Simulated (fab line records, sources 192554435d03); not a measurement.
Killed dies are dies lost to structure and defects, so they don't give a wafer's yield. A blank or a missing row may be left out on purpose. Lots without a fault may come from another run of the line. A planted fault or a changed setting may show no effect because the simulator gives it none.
Problem report in the 8D (eight disciplines) form, filled by code | flow n5_finfet | the parts of the form that need people (team, actions taken, sign-off) are left out

1. THE PROBLEM
etch_rf_on_time_s at N5_BEOL_M6_ETCH_65 reads a mean of 44.4 s on 3 wafers of 2 lots; wafers without a fault read 26.5 s with a standard deviation of 0.8. That is +22 standard deviations from the usual mean.
The step: etches SiARC in CF4, target depth 15.6 nm, time 26 s.
First seen on wafer L956.5, day 13 10:53, on rie_diel-04. The record holds 30 wafers of 10 lots with a number at this step. Rule for "out", or "out of limits": more than 4 standard deviations from the usual mean. The other wafers with a number count as sound.

2. WHAT IT IS AND WHAT IT IS NOT
question                    | is                     | is not
which readings at this step | etch_rf_on_time_s      | cf4_flow_sccm, drypump_motor_current_A, oes_product_au, rf_vpp_V, showerhead_plenum_p_Torr, throttle_valve_pct
which lots                  | L956, L958             | L940, L943, L945, L947, L948, L949, L950, L954
which wafers of those lots  | L956.5, L958.4, L958.6 | L956.2, L956.3, L958.2
read on which tools         | rie_diel-04            | rie_diel-02, rie_diel-05
when                        | from day 13 10:53      | up to then (26 sound wafers); but 1 sound wafer of L958 came after

3. SUSPECTS, AND WHAT RULES EACH OUT
Counting: a tool at a process step up to the reading stays a suspect if it ran every lot that is out. Sound lots after the first of them don't rule it out here, since some wafers of a struck lot are sound.
- rie_diel-04 at N5_BEOL_M6_STRIP_67 (strips in CF4): kept. It ran every lot that is out, first L956 (day 13 08:57); its last sound lot up to then is L950 (day 10 21:16).
- rie_diel-04 at N5_BEOL_M6_ETCH_65 (etches SiARC in CF4, target depth 15.6 nm, time 26 s): kept. It ran every lot that is out, first L956 (day 13 10:53); its last sound lot up to then is L949 (day 10 22:09). Its own readings are out on those wafers: etch_rf_on_time_s.
Left after counting: rie_diel-04 at N5_BEOL_M6_STRIP_67, rie_diel-04 at N5_BEOL_M6_ETCH_65.

4. THE CAUSE (what the simulator had put in)
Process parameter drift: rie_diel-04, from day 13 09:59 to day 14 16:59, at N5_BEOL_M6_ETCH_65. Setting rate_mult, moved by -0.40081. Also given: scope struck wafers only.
Counting left 2 suspects, and this tool is among them.

5. THE CHAIN OF EFFECTS, in route order
Each row: a reading whose mean over the struck wafers that have a number lies more than 3 standard deviations from the usual. Only readings for which the record gives a usual standard deviation are gone through. hours: the time from each lot's start at the first step in this table that gives one to its start at this step, as a median over the lots. sigmas: the change in usual standard deviations.
hours | step               | reading           | usual  | on struck wafers | change | sigmas
0     | N5_BEOL_M6_ETCH_65 | etch_rf_on_time_s | 26.5 s | 44.4             | +17.9  | +22
The process steps in it:
- N5_BEOL_M6_ETCH_65: etches SiARC in CF4, target depth 15.6 nm, time 26 s.

6. WHAT WOULD HAVE CAUGHT IT SOONER
In this record the first reading out of limits was taken at day 13 10:53, 1 hour after the fault began at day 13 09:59.
